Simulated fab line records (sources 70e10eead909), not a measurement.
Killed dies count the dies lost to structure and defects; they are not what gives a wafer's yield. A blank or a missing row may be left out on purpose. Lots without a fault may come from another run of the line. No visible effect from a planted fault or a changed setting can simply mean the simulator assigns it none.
Which tool was responsible? -- flow nandHarc -- Sampling: 11 lots, 33 wafers, 5 of 1302 route steps

== WHAT THE GAUGES SHOWED, per wafer ==
NHARC_END_SORT_01.
lot,measured,on,killedAtArray,killedAtOther,killedAtPeriphery,killedDies,killedOpen,killedShort
L347,day 33 04:47,prober-02,155 136 192,0 2 0,4 6 0,159 144 192,5 9 3,1 0 1
L350,day 31 06:34,prober-01,134 77 137,1 0 1,1 2 1,136 79 139,3 3 0,3 0 0
L349,day 33 20:13,prober-01,165 168 122,1 1 0,3 3 6,169 172 128,4 3 7,2 0 2

== EACH LOT AND THE TOOL THAT RAN IT (in order: tool; ch and the chambers of the sampled wafers; start) ==
lot,NHARC_A_CHANNEL_HOLE_D2_ETCH_23,NHARC_A_CHANNEL_FILL_D2_STRIP_29,NHARC_A_STAIRCASE_ETCH_169,NHARC_A_STAIRCASE_STRIP_171
L334,"harEtch-01 ch 0,1, day 14 09:47","rieDiel-13 ch 0,2,3, day 16 08:51","rieDiel-06 ch 0,2,3, day 16 17:00","plasmaAsher-01 ch 0,1, day 16 17:22"
L339,"harEtch-02 ch 1, day 15 02:20","rieDiel-13 ch 1,2,3, day 16 23:34","rieDiel-06 ch 1,2,3, day 17 07:10","plasmaAsher-01 ch 0,1, day 17 07:31"
L340,"harEtch-01 ch 0,1, day 15 18:15","rieDiel-08 ch 1,2, day 17 16:21","rieDiel-02 ch 0,1, day 17 23:48","plasmaAsher-02 ch 0,1, day 18 00:07"
L343,"harEtch-01 ch 0,1, day 17 00:44","rieDiel-13 ch 0,2,3, day 19 02:49","rieDiel-02 ch 1,3, day 19 10:21","plasmaAsher-01 ch 0,1, day 19 10:40"
L345,"harEtch-02 ch 0,1, day 17 20:40","rieDiel-13 ch 2,3, day 19 19:53","rieDiel-02 ch 1,2, day 20 03:28","plasmaAsher-02 ch 0,1, day 20 03:53"
L348,"harEtch-02 ch 0,1, day 19 13:05","rieDiel-08 ch 0,1,3, day 21 11:08","rieDiel-06 ch 0,2,3, day 21 18:32","plasmaAsher-01 ch 0,1, day 21 18:45"
L347,"harEtch-01 ch 0,1, day 19 14:11","rieDiel-13 ch 1,2,3, day 21 11:03","rieDiel-04 ch 1,2, day 21 20:40","plasmaAsher-02 ch 0,1, day 21 20:53"
L350,"harEtch-02 ch 0,1, day 19 20:49","rieDiel-13 ch 0,1,3, day 21 19:09","rieDiel-02 ch 0,1,2, day 22 07:11","plasmaAsher-01 ch 0,1, day 22 07:26"
L349,"harEtch-01 ch 0,1, day 19 21:32","rieDiel-13 ch 0,1,2, day 21 22:45","rieDiel-04 ch 0,1,3, day 22 07:20","plasmaAsher-01 ch 0,1, day 22 08:12"
L357,"harEtch-01 ch 0,1, day 22 19:01","rieDiel-08 ch 1,2,3, day 24 17:47","rieDiel-06 ch 0,1,2, day 25 01:11","plasmaAsher-02 ch 0,1, day 25 01:27"
L356,"harEtch-01 ch 0,1, day 22 23:16","rieDiel-13 ch 0,1,3, day 24 21:14","rieDiel-06 ch 0,1,2, day 25 04:37","plasmaAsher-01 ch 0,1, day 25 04:59"
- NHARC_A_CHANNEL_HOLE_D2_ETCH_23: etches the open film in C4F8/O2/Ar, time 819 s, target depth 1600 nm.
- NHARC_A_CHANNEL_FILL_D2_STRIP_29: strips in O2, time 20 s.
- NHARC_A_STAIRCASE_ETCH_169: etches the open film in CH3F/O2, target depth 50 nm, time 107.1 s.
- NHARC_A_STAIRCASE_STRIP_171: strips in O2.

== AS READ BY THE TOOLS THEMSELVES (means over the sampled wafers that have a number; for cases with no such wafer, the mark the record gives instead) ==
NHARC_A_CHANNEL_HOLE_D2_ETCH_23.
lot,tool,chamberPressureMTorr (mTorr),drypumpMotorCurrentA (A),showerheadPlenumPTorr (Torr),throttleValvePct (%)
L334,harEtch-01,19.988,5.6,3.59,32.153
L339,harEtch-02,20.011,4.9,3.72,32.163
L340,harEtch-01,19.994,5.3,3.58,32.161
L343,harEtch-01,20.009,5.6,3.57,32.156
L345,harEtch-02,20.000,5.4,3.70,32.156
L348,harEtch-02,20.010,5.9,3.70,32.149
L347,harEtch-01,20.009,5.6,3.55,32.147
L350,harEtch-02,20.005,5.4,3.69,32.149
L349,harEtch-01,20.009,5.3,3.55,32.146
L357,harEtch-01,20.009,5.6,3.52,32.163
L356,harEtch-01,20.014,5.6,3.52,32.150

NHARC_A_CHANNEL_FILL_D2_STRIP_29.
lot,tool,chamberPressureMTorr (mTorr),drypumpMotorCurrentA (A),oesProductAu (a.u.),rfVppV (V),showerheadPlenumPTorr (Torr),throttleValvePct (%)
L334,rieDiel-13,60.02,6.0,0.999,58.1,3.60,17.035
L339,rieDiel-13,60.02,5.7,1.007,57.5,3.63,17.035
L340,rieDiel-08,60.04,5.6,1.005,57.9,3.63,17.038
L343,rieDiel-13,60.03,6.0,0.992,58.0,3.59,17.038
L345,rieDiel-13,60.00,5.7,0.998,58.8,3.62,17.036
L348,rieDiel-08,60.00,6.0,1.010,57.7,3.62,17.027
L347,rieDiel-13,60.03,5.7,1.002,58.1,3.63,17.028
L350,rieDiel-13,60.05,6.0,0.995,58.0,3.60,17.047
L349,rieDiel-13,59.99,5.8,0.990,57.9,3.60,17.033
L357,rieDiel-08,59.98,5.6,0.997,58.5,3.62,17.040
L356,rieDiel-13,60.03,6.1,0.992,58.7,3.60,17.041

NHARC_A_STAIRCASE_ETCH_169.
lot,tool,chamberPressureMTorr (mTorr),drypumpMotorCurrentA (A),oesProductAu (a.u.),rfVppV (V),showerheadPlenumPTorr (Torr),throttleValvePct (%)
L334,rieDiel-06,25.002,5.71,0.935,244.4,2.50,20.665
L339,rieDiel-06,25.006,6.01,0.927,245.7,2.52,20.659
L340,rieDiel-02,25.005,5.88,0.968,242.0,2.32,20.658
L343,rieDiel-02,25.006,5.91,0.970,242.5,2.34,20.659
L345,rieDiel-02,25.015,6.00,0.967,243.8,2.43,20.654
L348,rieDiel-06,25.007,5.70,0.969,245.1,2.48,20.661
L347,rieDiel-04,24.994,6.07,0.955,242.5,2.34,20.659
L350,rieDiel-02,25.001,5.94,0.976,243.2,2.37,20.663
L349,rieDiel-04,25.016,5.91,0.964,242.3,2.31,20.666
L357,rieDiel-06,25.002,5.81,0.975,244.2,2.44,20.656
L356,rieDiel-06,24.997,5.80,0.946,243.2,2.44,20.670

NHARC_A_STAIRCASE_STRIP_171.
lot,tool,drypumpMotorCurrentA (A),heaterPowerW (W)
L334,plasmaAsher-01,6.1,320
L339,plasmaAsher-01,6.1,333
L340,plasmaAsher-02,5.5,346
L343,plasmaAsher-01,6.1,325
L345,plasmaAsher-02,5.2,346
L348,plasmaAsher-01,6.1,327
L347,plasmaAsher-02,5.3,343
L350,plasmaAsher-01,6.2,333
L349,plasmaAsher-01,6.2,334
L357,plasmaAsher-02,5.5,361
L356,plasmaAsher-01,6.1,330

== THE ANSWER, worked out from the rows above alone ==
Rule: the lots themselves supply what counts as usual. The widest of any qualifying gaps counts: lots, ordered by their means at a reading, are off when they make up no more than a third of the lots, leave a main group of 4 or more, and stand apart from it by 3 or more times the standard deviation of that group's means. A main group whose means are all the same, to the digits that the tables above print for the reading, isn't used. A lot without any number at a reading at which 4 lots or more have one is off too. All remaining lots with rows at the step are treated as sound. After the gauges, taken in route order, come the tools' own readings; for these a lot's mean is taken, as printed above. The first step at which some lot is off is used, and at that step the reading that is off furthest; a lot without a number counts as furthest.
No lot is off at any reading shown: from this, nothing can be told.

== WHAT THE SIMULATOR PUT IN ==
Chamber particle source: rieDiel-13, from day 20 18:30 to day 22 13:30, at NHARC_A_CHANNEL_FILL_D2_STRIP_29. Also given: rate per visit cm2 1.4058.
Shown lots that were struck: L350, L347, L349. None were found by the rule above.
